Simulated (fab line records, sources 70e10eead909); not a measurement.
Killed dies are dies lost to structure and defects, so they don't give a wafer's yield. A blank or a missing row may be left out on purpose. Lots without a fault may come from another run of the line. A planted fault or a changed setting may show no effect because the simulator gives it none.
A struck lot beside a sound one | flow nand_harc | 16 steps out of a route of 1159
Sound: wafers L991.3, L991.4, L991.6. Struck: wafer L103.6. (L103.3, L103.5 of the same lot were not struck and are left out.) The cause comes at the end.
At each step with rows: each side's tool, then ch and its chambers, then its first start. Under that, the readings that differ: sound wafers | struck wafers | difference of the means | sigmas: that difference in standard deviations of wafers without a fault.
alike: readings whose means differ by less than 2 such deviations, and words and numbers that are the same on both sides. not compared: withheld readings, readings that some wafer has no value for, bounds like >300 that may hide the same value, and numbers for which the record gives no deviation and whose values overlap.
The two part at a step that has a row with sigmas, a row that says differs or no value, or rows on one side only. Numbers that don't overlap but have no deviation are shown without sigmas and don't part them. A reading that every wafer of one side lacks parts them only if that side has two wafers or more.

first, 1 step without rows for these wafers: NHARC_P_STI_HARDBAKE_13 (time 65 s).
NHARC_P_STI_DESCUM_14: chemistry O2, time 3 s.
  sound on rie_diel-07 ch 1,2,3, day 3 02:34; struck on rie_diel-06 ch 0, day 5 23:21
  reading                     | sound                | struck | difference | sigmas
  drypump_motor_current_A (A) | 6.5 5.9 6.3          | 5.4    | -0.8       | -2
  rf_vpp_V (V)                | 58.4 58.7 57.7       | 60.3   | +2.0       | +2
  throttle_valve_pct (%)      | 11.314 11.309 11.304 | 11.327 | +0.018     | +2
  alike: o2_flow_sccm, oes_product_au, showerhead_plenum_p_Torr
  not compared: rf_hours_counter_h
NHARC_P_STI_ETCH_42: etches the open film in N2/H2, target depth 80 nm, overetch 24 nm, time 61 s.
  sound on rie_diel-07 ch 1,2,3, day 3 02:39; struck on rie_diel-06 ch 1, day 5 23:26
  alike: drypump_motor_current_A, oes_product_au, rf_vpp_V, showerhead_plenum_p_Torr, throttle_valve_pct
  not compared: rf_hours_counter_h
NHARC_P_STI_ETCH_31: etches the open film in CF4/CHF3, target depth 108.9 nm, time 54.5 s.
  sound on rie_diel-07 ch 0,2; struck on rie_diel-06 ch 1
  reading               | sound             | struck | difference | sigmas
  oes_product_au (a.u.) | 0.937 0.982 0.932 | 0.993  | +0.043     | +3
  alike: cf4_flow_sccm, chf3_flow_sccm, drypump_motor_current_A, rf_vpp_V, showerhead_plenum_p_Torr, throttle_valve_pct
  not compared: rf_hours_counter_h
NHARC_P_STI_ETCH_15: etches the open film in HBr/Cl2, target depth 300 nm, time 100.1 s.
  sound on rie_si-01 ch 0,1,3, day 3 02:52; struck on rie_si-03 ch 0, day 5 23:40
  alike: drypump_motor_current_A, oes_product_au, throttle_valve_pct
  not compared: rf_hours_counter_h
NHARC_P_STI_CD_MEAS_16:
  sound on cd_sem-03, day 3 03:00; struck on cd_sem-02, day 5 23:47
  alike: cd_nm
NHARC_P_STI_OCD_MEAS_17:
  sound on ocd-02, day 3 03:05; struck on ocd-01, day 5 23:52
  reading                | sound       | struck | difference | sigmas
  trench_depth_nm (nm)   | 308 295 308 | 290    | -14        | -2
  trench_foot_cd_nm (nm) | 158 155 155 | 165    | +9         | +3
then, 3 steps without rows for these wafers: NHARC_P_STI_STRIP_19 (strips in SPM, time 900 s); NHARC_P_STI_PRECLEAN_32 (cleans in SC1); NHARC_P_STI_SRD_23.
NHARC_P_STI_OCD_MEAS_43:
  sound on ocd-02, day 3 03:35; struck on ocd-02, day 6 00:23
  reading                | sound       | struck | difference | sigmas
  trench_depth_nm (nm)   | 309 296 308 | 290    | -14        | -2
  trench_foot_cd_nm (nm) | 157 154 155 | 164    | +9         | +3
then, 1 step without rows for these wafers: NHARC_P_STI_OXIDE_33 (material SiO2, target thk 10 nm, ox time 281 s).
NHARC_P_STI_HDPCVD_20: deposits SiO2.
  sound on hdpcvd-01 ch 0,1, day 3 12:46; struck on hdpcvd-01 ch 0,1, day 6 09:13
then, 1 step without rows for these wafers: NHARC_P_STI_ANNEAL_34 (time 1800 s).
NHARC_P_STI_CMP_21: polishes, t overpolish 20 s, target thk 380.67 nm.
  sound on cmp-03 ch 0,1,2, day 3 21:43; struck on cmp-03 ch 1, day 6 17:02
  alike: motor_current_A, overpolish_run_s
-- the record jumps here: 15 days lie between the struck wafers' starts before and after (it left off in module P_STI and takes up again in module END, whose first step shown is number 1159 of the route) --
NHARC_END_SORT_01:
  sound on prober-02 ch 0, day 20 15:41; struck on prober-01 ch 0, day 22 01:53
  reading             | sound    | struck                   | difference                   | sigmas
  hold                | - - -    | await_dispo/4.0h/release | no value on the sound wafers |
  killed_at_periphery | 2 2 4    | 663                      | +660                         | +99 or more
  killed_dies         | 33 27 36 | 677                      | +645                         | +64
  alike: killed_at_array, killed_at_other, killed_open, killed_short

WHERE THEY PART
First at NHARC_P_STI_DESCUM_14; last, within this record, at NHARC_END_SORT_01.

WHY: what the simulator had put in
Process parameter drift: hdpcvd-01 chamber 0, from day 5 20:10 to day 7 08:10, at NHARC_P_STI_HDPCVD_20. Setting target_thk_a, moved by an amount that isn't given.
